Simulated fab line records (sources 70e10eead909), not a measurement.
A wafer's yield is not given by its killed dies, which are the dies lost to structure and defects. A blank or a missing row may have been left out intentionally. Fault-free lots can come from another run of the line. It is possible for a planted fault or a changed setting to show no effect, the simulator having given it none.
Chamber matching -- flow nand_harc -- NHARC_P_ZERO_WELL_DESCUM_26 on rie_diel-05 has 4 sister chambers
The step chemistry O2, time 3 s. 8 wafers are shown with their chamber, then 12 later ones without.

## EACH WAFER AND ITS CHAMBER
wafer,chamber,showerhead_plenum_p_Torr (Torr),throttle_valve_pct (%)
L086.4,0,2.01,11.324
L087.6,3,1.91,11.297
L089.2,2,2.00,11.310
L089.3,1,2.05,11.311
L089.4,3,1.90,11.301
L089.1,0,2.01,11.320
L089.5,2,2.00,11.311
L089.6,1,2.05,11.307

## WAFERS MISSING THEIR CHAMBER
wafer,showerhead_plenum_p_Torr (Torr),throttle_valve_pct (%)
L092.2,2.00,11.302
L092.4,2.01,11.317
L092.5,1.90,11.314
L092.1,2.04,11.315
L092.3,1.90,11.323
L092.6,2.00,11.307
L093.1,1.90,11.304
L093.2,2.01,11.311
L093.4,2.00,11.301
L094.1,2.00,11.321
L094.2,2.04,11.302
L094.4,2.01,11.298

## THE CHAMBER EACH PASSED THROUGH
wafer,from the rows above,in truth
L092.2,2,2
L092.4,can't be placed: 0 or 2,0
L092.5,3,3
L092.1,1,1
L092.3,3,3
L092.6,2,2
L093.1,3,3
L093.2,can't be placed: 2 or 0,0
L093.4,2,2
L094.1,can't be placed: 0 or 2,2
L094.2,1,1
L094.4,2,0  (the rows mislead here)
8 of 12 placed correctly. These rows do not allow placing 3 (true chamber among the candidates in 3). Wrongly placed: 1.
How it was worked out, from the rows above alone: a wafer's distance from a chamber is the root of the sum, over the readings, of the square of ((its reading less the chamber's mean) divided by the reading's scatter). If the next closest chamber is less than 2 further off than the closest, the wafer can't be placed; otherwise it belongs to the closest. For every chamber, the mean is computed from those of its wafers that are shown. The scatter: the root of (the sum of the squares of (reading less its chamber's mean) over the shown wafers, divided by (wafers less chambers)).
